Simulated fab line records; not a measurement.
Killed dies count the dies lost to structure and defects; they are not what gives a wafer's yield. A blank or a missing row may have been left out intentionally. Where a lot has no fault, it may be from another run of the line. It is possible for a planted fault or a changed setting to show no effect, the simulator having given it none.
fab line records ; flow n5Finfet
record: lots: 10; wafers: 30; lastDay: 19
route steps=1938 shown BEOL_M6@1208 PASSIVATION@1936
lots that met no fault: from a run of the same line without faults
startH: the number of hours between the record's first day and the start of the first shown wafer of the lot ; waitH: hours from the lot's prior step to this one ; " as in the row above ; L1.1+2: one row covering several wafers at once ; - no value, or no start given ; * or withheld: withheld ; < > ~ a bound
route shown NAME@n: names a module that has steps shown in the file, with the first one's number in the route ; usual: mean/standard deviation taken from wafers without a fault ; same: alike in all rows ; chamber/n: place in a boat ; sites: the reading at each site ; _std_site: standard deviation of those values ; _edge_site: mean of outer sites minus mean of inner sites ; radiusMm: for every site, how far away it sits from the centre of the wafer ; mask NAME#n: copy n ; behind: the most recent tool/chamber to have shaped the wafer ; hold: what put the lot on hold/how long, in hours/how the hold closed ; device: the transistor (n, p or np) that didn't switch ; end of line: tests of these same wafers at the route's end ; a step without rows: its recipe alone ; killed: not the wafer's yield, but the dies lost to structure and defects at the first sort ; map: a wafer's dies, x killed, . not, _ none there
set.NAME: the setting as run; set.NAME@STEP: as run at that earlier step ; model.NAME: the simulator's own value behind a step, which no gauge read
a sample of lots followed through the steps of the route, with each step as a table and each wafer as a row
services: from which hour (startH, from the record's first day; less than 0 if before it) a tool's chamber was out of use, for how many hours, and why
== steps ==
step: N5_BEOL_M6_OVL_MEAS_12
recipe: pointsPerWafer: 44
usual: M6_OVL: 0.2/0.85
lot.wafer;tool;chamber;startH;waitH;M6_OVL[nm]
L511.3;overlay-01;0;229.36;0.0;-0.8
L511.5;overlay-01;0;229.36;0.0;-0.2
L511.6;overlay-01;0;229.36;0.0;0.1
L517.1;overlay-01;0;260.89;0.0;-0.1
L517.3;overlay-01;0;260.89;0.0;0.0
L517.5;overlay-01;0;260.89;0.0;1.5
L520.2;overlay-02;0;279.87;0.0;1.6
L520.5;overlay-02;0;279.87;0.0;1.0
L520.6;overlay-02;0;279.87;0.0;0.6
L522.1;overlay-02;0;291.93;0.0;0.2
L522.2;overlay-02;0;291.93;0.0;0.8
L522.4;overlay-02;0;291.93;0.0;-0.2
L523.1;overlay-02;0;299.94;0.0;-0.4
L523.5;overlay-02;0;299.94;0.0;-0.1
L523.6;overlay-02;0;299.94;0.0;0.5
L526.1;overlay-02;0;324.00;0.0;1.0
L526.2;overlay-02;0;324.00;0.0;1.8
L526.3;overlay-02;0;324.00;0.0;2.1
L527.2;overlay-02;0;332.59;0.0;0.3
L527.3;overlay-02;0;332.59;0.0;0.7
L527.4;overlay-02;0;332.59;0.0;0.6
L529.1;overlay-01;0;333.10;0.0;0.2
L529.4;overlay-01;0;333.10;0.0;-0.1
L529.5;overlay-01;0;333.10;0.0;0.1
L530.1;overlay-01;0;345.10;0.0;1.8
L530.2;overlay-01;0;345.10;0.0;0.4
L530.4;overlay-01;0;345.10;0.0;1.0
L531.3;overlay-01;0;357.65;0.0;0.8
L531.4;overlay-01;0;357.65;0.0;-0.5
L531.5;overlay-01;0;357.65;0.0;-0.5
step: N5_BEOL_M6_INSPECT_13
recipe: mode: adi; inspectInstrument: brightfield
usual: rawDefectCount: 392/85
lot.wafer;tool;chamber;startH;waitH;rawDefectCount
L511.3;defectInspect-02;-;229.38;0.0;344
L511.5;defectInspect-02;-;229.38;0.0;425
L511.6;defectInspect-02;-;229.38;0.0;319
L517.1;defectInspect-02;-;260.91;0.0;431
L517.3;defectInspect-02;-;260.91;0.0;393
L517.5;defectInspect-02;-;260.91;0.0;374
L520.2;defectInspect-02;-;279.89;0.0;433
L520.5;defectInspect-02;-;279.89;0.0;459
L520.6;defectInspect-02;-;279.89;0.0;474
L522.1;defectInspect-01;-;291.96;0.0;424
L522.2;defectInspect-01;-;291.96;0.0;262
L522.4;defectInspect-01;-;291.96;0.0;371
L523.1;defectInspect-01;-;299.97;0.0;390
L523.5;defectInspect-01;-;299.97;0.0;299
L523.6;defectInspect-01;-;299.97;0.0;534
L526.1;defectInspect-02;-;324.02;0.0;384
L526.2;defectInspect-02;-;324.02;0.0;454
L526.3;defectInspect-02;-;324.02;0.0;377
L527.2;defectInspect-02;-;332.62;0.0;235
L527.3;defectInspect-02;-;332.62;0.0;299
L527.4;defectInspect-02;-;332.62;0.0;293
L529.1;defectInspect-01;-;333.12;0.0;259
L529.4;defectInspect-01;-;333.12;0.0;427
L529.5;defectInspect-01;-;333.12;0.0;302
L530.1;defectInspect-02;-;345.12;0.0;521
L530.2;defectInspect-02;-;345.12;0.0;342
L530.4;defectInspect-02;-;345.12;0.0;360
L531.3;defectInspect-02;-;357.67;0.0;353
L531.4;defectInspect-02;-;357.67;0.0;306
L531.5;defectInspect-02;-;357.67;0.0;384
step: N5_BEOL_M6_HM_OPEN_17
recipe: chemistry: Cl2/BCl3; targetDepthA: 200; overetchA: 60; target: TiN; maskMaterial: SOC; ionEnergyEv: 150; pressureMtorr: 10; icpW: 1000; biasW: 126; Cl2_flow_sccm: 53.25; bcl3FlowSccm: 21.75; Ar_flow_sccm: 25
usual: drypumpMotorCurrentA: 5.9/0.36; oesProductAu: 0.69/0.068; throttleValvePct: 22.13/0.19
lot.wafer;tool;chamber;startH;waitH;drypumpMotorCurrentA;oesProductAu;rfHoursCounterH;throttleValvePct
L511.3;rieMetal-02;1;229.73;0.1;5.6;0.60;-;22.13
L511.5;rieMetal-02;1;229.73;0.1;5.6;0.59;-;22.12
L511.6;rieMetal-02;0;229.73;0.1;6.0;0.67;-;21.93
L517.1;rieMetal-01;1;261.23;0.0;6.6;0.70;26;22.14
L517.3;rieMetal-01;0;261.23;0.0;5.5;0.67;-;22.47
L517.5;rieMetal-01;1;261.23;0.0;6.6;0.70;-;22.15
L520.2;rieMetal-01;0;280.21;0.0;5.5;0.67;48;22.47
L520.5;rieMetal-01;0;280.21;0.0;5.5;0.67;-;22.46
L520.6;rieMetal-01;1;280.21;0.0;6.6;0.70;-;22.11
L522.1;rieMetal-02;0;292.53;0.0;6.0;0.65;40;21.95
L522.2;rieMetal-02;1;292.53;0.0;5.6;0.58;82;22.13
L522.4;rieMetal-02;0;292.53;0.0;6.0;0.67;-;21.91
L523.1;rieMetal-02;0;300.28;0.0;6.0;0.67;41;21.93
L523.5;rieMetal-02;0;300.28;0.0;6.0;0.67;-;21.90
L523.6;rieMetal-02;1;300.28;0.0;5.6;0.58;-;22.12
L526.1;rieMetal-01;1;324.40;0.0;6.6;0.69;31;22.13
L526.2;rieMetal-01;0;324.40;0.0;5.5;0.65;51;22.47
L526.3;rieMetal-01;0;324.40;0.0;5.5;0.66;-;22.47
L527.2;rieMetal-03;0;332.93;0.0;6.0;0.78;8;22.20
L527.3;rieMetal-03;1;332.93;0.0;5.9;0.69;-;21.91
L527.4;rieMetal-03;0;332.93;0.0;6.0;0.78;-;22.21
L529.1;rieMetal-03;1;333.54;0.0;5.8;0.70;22;21.92
L529.4;rieMetal-03;0;333.54;0.0;6.0;0.78;-;22.20
L529.5;rieMetal-03;0;333.54;0.0;6.0;0.78;-;22.21
L530.1;rieMetal-03;0;345.44;0.0;6.0;0.78;9;22.21
L530.2;rieMetal-03;1;345.44;0.0;5.8;0.69;23;21.91
L530.4;rieMetal-03;0;345.44;0.0;6.0;0.78;-;22.18
L531.3;rieMetal-03;0;358.03;0.1;6.0;0.78;-;22.19
L531.4;rieMetal-03;1;358.03;0.1;5.8;0.70;-;21.90
L531.5;rieMetal-03;0;358.03;0.1;6.0;0.78;-;22.19
step: N5_BEOL_M6_COAT_64
recipe: resist: SiARC; tempC: 220; timeS: 60; spinRpm: 1500; resistThkNm: 12
usual: dispensePressureKPa: 49/4; spinSpeedRpm: 1499.8/0.94
lot.wafer;tool;chamber;startH;waitH;dispensePressureKPa;spinSpeedRpm
L511.3;lithoTrack-04;0;230.93;-;43;1498.8
L511.5;lithoTrack-04;0;230.93;-;43;1501.0
L511.6;lithoTrack-04;0;230.93;-;43;1500.8
L517.1;lithoTrack-04;0;265.31;-;43;1714.6
L517.3;lithoTrack-04;0;265.31;-;43;1713.3
L517.5;lithoTrack-04;0;265.31;-;43;1712.9
L520.2;lithoTrack-04;0;281.59;-;43;1714.3
L520.5;lithoTrack-04;0;281.59;-;43;1715.3
L520.6;lithoTrack-04;0;281.59;-;43;1715.2
L522.1;lithoTrack-03;0;296.44;-;52;1499.1
L522.2;lithoTrack-03;0;296.44;-;52;1499.8
L522.4;lithoTrack-03;0;296.44;-;52;1500.6
L523.1;lithoTrack-03;0;303.45;-;52;1500.1
L523.5;lithoTrack-03;0;303.45;-;52;1499.5
L523.6;lithoTrack-03;0;303.45;-;52;1499.9
L526.1;lithoTrack-03;0;328.60;-;52;1500.9
L526.2;lithoTrack-03;0;328.60;-;52;1500.0
L526.3;lithoTrack-03;0;328.60;-;52;1500.1
L527.2;lithoTrack-03;0;334.65;-;52;1501.0
L527.3;lithoTrack-03;0;334.65;-;52;1500.4
L527.4;lithoTrack-03;0;334.65;-;52;1500.2
L529.1;lithoTrack-03;0;334.79;-;52;1500.6
L529.4;lithoTrack-03;0;334.79;-;52;1499.2
L529.5;lithoTrack-03;0;334.79;-;52;1500.0
L530.1;lithoTrack-01;0;345.75;-;51;1499.0
L530.2;lithoTrack-01;0;345.75;-;51;1499.8
L530.4;lithoTrack-01;0;345.75;-;51;1500.4
L531.3;lithoTrack-04;0;358.39;-;43;1499.2
L531.4;lithoTrack-04;0;358.39;-;43;1500.3
L531.5;lithoTrack-04;0;358.39;-;43;1499.2
step: N5_BEOL_M6_ETCH_65
recipe: chemistry: CF4; target: SiARC; targetDepthA: 156; maskMaterial: CAR-EUV; timeS: 26; ionEnergyEv: 80; pressureMtorr: 40; sourceW: 545; biasW: 36; Ar_flow_sccm: 100; cf4FlowSccm: 100; ends: cleared
usual: drypumpMotorCurrentA: 5.7/0.37; etchRfOnTimeS: 25.7/0.63; oesProductAu: 0.70/0.072; rfVppV: 183.8/1.3; showerheadPlenumPTorr: 2.12/0.097; throttleValvePct: 15.64/0.23
lot.wafer;tool;chamber;startH;waitH;drypumpMotorCurrentA;etchRfOnTimeS;oesProductAu;rfHoursCounterH;rfVppV;showerheadPlenumPTorr;throttleValvePct
L511.3;rieDiel-05;3;231.45;0.0;4.9;26.4;0.72;64;185.2;2.25;15.49
L511.5;rieDiel-05;2;231.45;0.0;5.8;25.1;0.63;-;182.4;1.97;15.90
L511.6;rieDiel-05;3;231.45;0.0;4.9;26.2;0.73;-;184.1;2.25;15.49
L517.1;rieDiel-03;1;266.20;0.0;5.8;24.0;0.76;26;183.1;2.18;15.23
L517.3;rieDiel-03;3;266.20;0.0;5.5;23.8;0.78;14;184.2;2.20;15.45
L517.5;rieDiel-03;1;266.20;0.0;5.7;24.0;0.77;-;185.6;2.18;15.25
L520.2;rieDiel-04;3;282.08;0.0;6.4;23.7;0.84;7;183.5;2.10;15.62
L520.5;rieDiel-04;2;282.08;0.0;6.0;23.8;0.73;-;183.6;2.07;15.63
L520.6;rieDiel-04;1;282.08;0.0;6.0;23.6;0.74;-;184.8;2.09;15.37
L522.1;rieDiel-04;2;297.23;0.0;5.9;25.9;0.70;88;183.2;2.07;15.65
L522.2;rieDiel-04;0;297.23;0.0;6.1;25.5;0.71;74;184.0;2.27;15.93
L522.4;rieDiel-04;3;297.23;0.0;6.5;25.7;0.82;12;184.8;2.10;15.62
L523.1;rieDiel-04;2;304.11;0.0;6.0;25.8;0.69;90;183.4;2.07;15.65
L523.5;rieDiel-04;0;304.11;0.0;6.1;25.5;0.71;-;186.2;2.27;15.92
L523.6;rieDiel-04;3;304.11;0.0;6.4;25.5;0.82;-;183.5;2.10;15.61
L526.1;rieDiel-03;2;329.04;0.0;5.6;27.0;0.59;227;183.8;2.12;15.72
L526.2;rieDiel-03;1;329.04;0.0;5.8;25.3;0.75;46;184.6;2.17;15.29
L526.3;rieDiel-03;0;329.04;0.0;5.7;26.3;0.60;219;181.9;1.96;15.93
L527.2;rieDiel-05;0;335.09;0.0;5.4;24.9;0.78;29;182.9;2.08;15.41
L527.3;rieDiel-05;1;335.09;0.0;5.4;25.7;0.70;102;183.8;2.16;15.88
L527.4;rieDiel-05;3;335.09;0.0;4.9;26.3;0.69;100;186.7;2.24;15.55
L529.1;rieDiel-05;0;335.48;0.0;5.4;24.8;0.78;30;183.3;2.08;15.40
L529.4;rieDiel-05;2;335.48;0.0;5.8;24.9;0.61;213;182.1;1.95;15.97
L529.5;rieDiel-05;3;335.48;0.0;4.9;26.7;0.68;-;186.8;2.24;15.57
L530.1;rieDiel-05;1;346.20;0.0;5.5;25.5;0.69;106;185.6;2.16;15.86
L530.2;rieDiel-05;2;346.20;0.0;5.8;24.9;0.61;217;181.2;1.95;16.01
L530.4;rieDiel-05;3;346.20;0.0;4.9;26.2;0.69;103;185.3;2.24;15.56
L531.3;rieDiel-04;0;358.96;0.0;6.1;25.5;0.69;95;184.6;2.26;15.99
L531.4;rieDiel-04;3;358.96;0.0;6.4;25.4;0.78;33;183.0;2.09;15.65
L531.5;rieDiel-04;1;358.96;0.0;6.0;25.2;0.72;-;183.6;2.08;15.44
step: N5_PASSIVATION_PROBE_49
usual: defectLimitedYield: 91.0/1.4; killed_at_M0_to_M3: 36/10; killed_at_M4_up: 15/5; killedAtContacts: 12/6.1; killedAtFrontEnd: 40/13; killedAtOther: 3.8/2.9; killedDies: 106/16; killedOnRim: 14/4.1; killedOpen: 68/12; killedShort: 35/8.2; sort_bin_5_function: 5.2/0.9; sort_bin_6_memory: 3.4/0.71; sortNPass: 1073/17; sortYieldPct: 91.0/1.5
same: grossDies: 1180; killedAtBackSide: 0; sort_bin_4_leakage[%]: 0; sort_bin_8_speed[%]: 0
lot.wafer;tool;chamber;startH;waitH;defectLimitedYield[%];killed_at_M0_to_M3;killed_at_M4_up;killedAtContacts;killedAtFrontEnd;killedAtOther;killedDies;killedOnRim;killedOpen;killedShort;sort_bin_5_function[%];sort_bin_6_memory[%];sortNPass;sortYieldPct[%]
L511.3;prober-01;-;335.57;0.1;91.5;32;6;12;44;6;100;20;51;48;3.6;4.3;1080;91.5
L511.5;prober-01;-;335.67;0.2;89.2;38;12;17;53;8;128;16;76;52;6.4;4.2;1052;89.2
L511.6;prober-01;-;335.72;0.3;88.8;42;11;9;67;3;132;23;59;62;6.0;4.2;1048;88.8
L517.1;prober-01;-;377.19;0.4;93.0;31;9;16;24;3;83;7;57;25;3.8;3.0;1097;93.0
L522.1;prober-01;-;392.30;0.0;88.1;57;10;10;58;6;141;19;96;43;6.6;4.8;1039;88.1
L522.2;prober-01;-;392.35;0.1;90.8;40;14;7;43;4;108;16;74;28;5.9;2.4;1072;90.8
L522.4;prober-01;-;392.45;0.2;90.9;41;16;10;31;9;107;12;73;31;5.5;3.2;1073;90.9
L526.3;prober-01;-;412.97;0.1;86.8;67;14;6;60;9;156;20;100;55;8.6;4.2;1024;86.8
L527.2;prober-02;-;429.02;0.1;88.8;44;10;12;64;2;132;19;81;43;6.0;4.3;1048;88.8
killed by level:class
L511.3 FIN_SAQP:geometricParticle:short=19 BEOL_M3:geometricParticle:open=9 MOL_CONTACT_COAG:geometricParticle:open=8 FIN_SAQP:geometricParticle:open=7 BEOL_M0_SAQP:geometricParticle:open=7 BEOL_M0_SAQP:geometricParticle:short=7 STI_FIN_REVEAL:geometricParticle:open=6 GATE_CUT:geometricParticle:short=6
L511.5 FIN_SAQP:geometricParticle:short=19 MOL_CONTACT_COAG:geometricParticle:open=15 STI_FIN_REVEAL:geometricParticle:open=11 BEOL_M3:geometricParticle:open=10 BEOL_M0_SAQP:geometricParticle:short=9 FIN_SAQP:geometricParticle:open=6 BEOL_M4:geometricParticle:open=6 BEOL_M0_SAQP:geometricParticle:open=5
L511.6 FIN_SAQP:geometricParticle:short=30 BEOL_M0_SAQP:geometricParticle:short=14 STI_FIN_REVEAL:geometricParticle:open=9 BEOL_M0_SAQP:geometricParticle:open=8 BEOL_M2:geometricParticle:open=8 HKMG_FIN:areaEtch=8 FIN_SAQP:geometricParticle:open=7 MOL_CONTACT_COAG:geometricParticle:open=7
L517.1 MOL_CONTACT_COAG:geometricParticle:open=13 BEOL_M2:geometricParticle:open=8 BEOL_M3:geometricParticle:open=7 BEOL_M0_SAQP:geometricParticle:open=5 BEOL_M0_SAQP:geometricParticle:short=4 STARTING-WAFER:geometricParticle:short=4 FIN_SAQP:geometricParticle:open=3 FIN_SAQP:geometricParticle:short=3
L522.1 BEOL_M2:geometricParticle:open=21 STI_FIN_REVEAL:geometricParticle:open=15 FIN_SAQP:geometricParticle:open=11 FIN_SAQP:geometricParticle:short=10 BEOL_M0_SAQP:geometricParticle:open=9 BEOL_M1:geometricParticle:open=9 MOL_CONTACT_COAG:geometricParticle:open=8 GATE_CUT:geometricParticle:short=7
L522.2 BEOL_M2:geometricParticle:open=18 STI_FIN_REVEAL:geometricParticle:open=9 BEOL_M0_SAQP:geometricParticle:open=9 MOL_CONTACT_COAG:geometricParticle:open=7 BEOL_M4:geometricParticle:open=7 GATE_CUT:geometricParticle:short=6 STI_FIN_REVEAL:geometricParticle:short=5 DUMMY_GATE:geometricParticle:open=5
L522.4 MOL_CONTACT_COAG:geometricParticle:open=10 STI_FIN_REVEAL:geometricParticle:open=9 BEOL_M4:geometricParticle:open=9 BEOL_M0_SAQP:geometricParticle:short=8 BEOL_M1:geometricParticle:open=8 BEOL_M3:geometricParticle:open=8 BEOL_M0_SAQP:geometricParticle:open=7 BEOL_M2:geometricParticle:open=6
L526.3 BEOL_M0_SAQP:geometricParticle:open=19 FIN_SAQP:geometricParticle:open=16 FIN_SAQP:geometricParticle:short=14 BEOL_M0_SAQP:geometricParticle:short=14 BEOL_M1:geometricParticle:open=14 GATE_CUT:geometricParticle:short=6 MOL_CONTACT_COAG:geometricParticle:open=6 BEOL_M2:geometricParticle:open=6
L527.2 STI_FIN_REVEAL:geometricParticle:open=23 BEOL_M0_SAQP:geometricParticle:short=12 BEOL_M2:geometricParticle:open=10 BEOL_M0_SAQP:geometricParticle:open=9 MOL_CONTACT_COAG:geometricParticle:short=7 FIN_SAQP:geometricParticle:open=6 HKMG_FIN:areaEtch=6 FIN_SAQP:geometricParticle:short=5
== services ==
tool;chamber;startH;hours;kind
rieDiel-05;0;213.65;-;clean
rieDiel-05;0;213.65;-;consumableReplace:focusRing
rieDiel-05;0;213.65;29.7;scheduledDown
rieDiel-05;0;213.65;29.7;ventCycle
rieDiel-04;3;232.80;-;clean
rieDiel-04;3;232.80;-;consumableReplace:focusRing
rieDiel-04;3;232.80;26.5;scheduledDown
rieDiel-04;3;232.80;26.5;ventCycle
lithoTrack-01;-;240.61;-;consumableReplace:filter
lithoTrack-03;-;250.18;-;consumableReplace:filter
rieDiel-05;0;275.61;2.2;repair
rieDiel-03;1;288.45;4.6;repair
rieDiel-04;3;291.79;3.6;repair
== key ==
firstSign: step: N5_BEOL_M6_COAT_64; reading: spinSpeedRpm; direction: up; sigmas: 99+; usual: *; struck: *
effect: step: N5_BEOL_M6_ETCH_65; reading: etchRfOnTimeS; direction: down; sigmas: 3.1; usual: *; struck: *
metAt N5_BEOL_M6_COAT_64
struckLots L517,L520
notActingAt N5_BEOL_M6_OVL_MEAS_12,N5_BEOL_M6_INSPECT_13,N5_BEOL_M6_HM_OPEN_17
onsetBetween 230.93 265.31
fault: kind: processParameterDrift; tool: lithoTrack-04; chamber: -; onsetH: 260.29; steps: N5_BEOL_M6_COAT_64; channel: spinRpm; offset: *; shape: step; endH: 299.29; actsIn: *; stated: *
